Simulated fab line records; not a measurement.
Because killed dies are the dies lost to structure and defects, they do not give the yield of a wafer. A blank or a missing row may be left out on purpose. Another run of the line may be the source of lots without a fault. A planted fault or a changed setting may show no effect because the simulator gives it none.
A single fault, viewed from 3 desks / flow n5_finfet / only its own numbers are on each desk; what lay behind them is given at the end

== THE METROLOGY DESK ==
Lot by lot, what the gauges showed, no matter which tool ran the lot: averages of those sampled wafers that carry a number. A lot is out of limits, marked OUT, if its mean lies more than 4 standard deviations from the usual mean; the brackets give that distance. 7 of its 13 readings are shown, namely those furthest out on some lot.
Columns: A = thk_nm at N5_DUMMY_GATE_THK_MEAS_05, usual 72.0 nm; B = DIBL_P at N5_BEOL_M4_RC_MEAS_101, usual 36.3 mV/V; C = IOFF_N at N5_BEOL_M4_RC_MEAS_101, usual 0.155 nA/um; D = IOFF_P at N5_BEOL_M4_RC_MEAS_101, usual 0.210 nA/um; E = ION_P at N5_BEOL_M4_RC_MEAS_101, usual 465 uA/um; F = SS_N at N5_BEOL_M4_RC_MEAS_101, usual 71.4 mV/dec; G = SS_P at N5_BEOL_M4_RC_MEAS_101, usual 73.2 mV/dec
lot=L164; first seen here=day 3 13:10; A=70.6; B=35.6; C=0.143; D=0.201; E=466; F=70.7; G=73.3
lot=L170; first seen here=day 5 00:08; A=71.6; B=36.4; C=0.166; D=0.238; E=469; F=71.3; G=73.3
lot=L180; first seen here=day 7 10:56; A=72.3; B=35.4; C=0.151; D=0.206; E=465; F=71.2; G=73.4
lot=L181; first seen here=day 7 20:37; A=72.7; B=35.3; C=0.127; D=0.166; E=455; F=71.2; G=72.4
lot=L183; first seen here=day 8 12:03; A=72.3; B=36.2; C=0.167; D=0.210; E=460; F=71.6; G=73.4
lot=L184; first seen here=day 8 16:42; A=71.4; B=33.3; C=0.133; D=0.167; E=456; F=70.9; G=72.9
Finding of this desk: none of the 6 lots has anything out of limits.

== THE TOOL OWNER'S DESK: litho_track-01 ==
The tool's own readings at N5_DUMMY_GATE_COAT_35 (time 60 s, resist thk 10 nm): means of the sampled wafers that have a number, for each lot that ran on this tool. A lot is out of limits, marked OUT, if its mean lies more than 4 standard deviations from the usual mean; the brackets give that distance.
Columns: A = spin_speed_rpm at N5_DUMMY_GATE_COAT_35, usual 1499.9 rpm
lot=L170; first seen here=day 5 04:10; A=1500.6
lot=L180; first seen here=day 7 14:58; A=1803.8 (+99 or more) OUT
lot=L181; first seen here=day 8 00:40; A=1804.9 (+99 or more) OUT
Finding of this desk: L180, L181 out of limits; the first was L180 at day 7 14:58, on spin_speed_rpm at N5_DUMMY_GATE_COAT_35. In limits: L170.

== THE DEFECT DESK ==
What the inspections along the route counted, lot by lot: means of the sampled wafers that have a number. A lot is out of limits, marked OUT, if its mean lies more than 4 standard deviations from the usual mean; the brackets give that distance.
Columns: A = raw_defect_count at N5_STI_FIN_REVEAL_INSPECT_13, usual 13; B = raw_defect_count at N5_DUMMY_GATE_INSPECT_17, usual 200
lot=L164; first seen here=day 3 08:59; A=11; B=173
lot=L170; first seen here=day 4 19:41; A=5; B=280
lot=L180; first seen here=day 7 06:44; A=17; B=265
lot=L181; first seen here=day 7 15:03; A=12; B=198
lot=L183; first seen here=day 8 07:52; A=9; B=201
lot=L184; first seen here=day 8 11:26; A=11; B=187
Finding of this desk: none of the 6 lots has anything out of limits.

== TAKEN TOGETHER ==
The tool owner's desk had the chance to raise an alarm at day 7 14:58 on L180, L181.
Metrology desk: nothing out of limits seen.
No out-of-limits result turned up at the defect desk.
The metrology desk holds a record of L180, L181, inside its limits.
The defect desk has L180, L181 on record, within its limits.
The lots listed all ran N5_DUMMY_GATE_COAT_35 on litho_track-01.

== WHAT THE SIMULATOR HAD PUT IN ==
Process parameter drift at N5_DUMMY_GATE_COAT_35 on litho_track-01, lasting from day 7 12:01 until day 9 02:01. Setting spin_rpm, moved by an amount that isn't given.
Lots struck among those shown: L180, L181.
Hours from the fault's start to each desk's first reading out of limits: the tool owner's desk, 3.
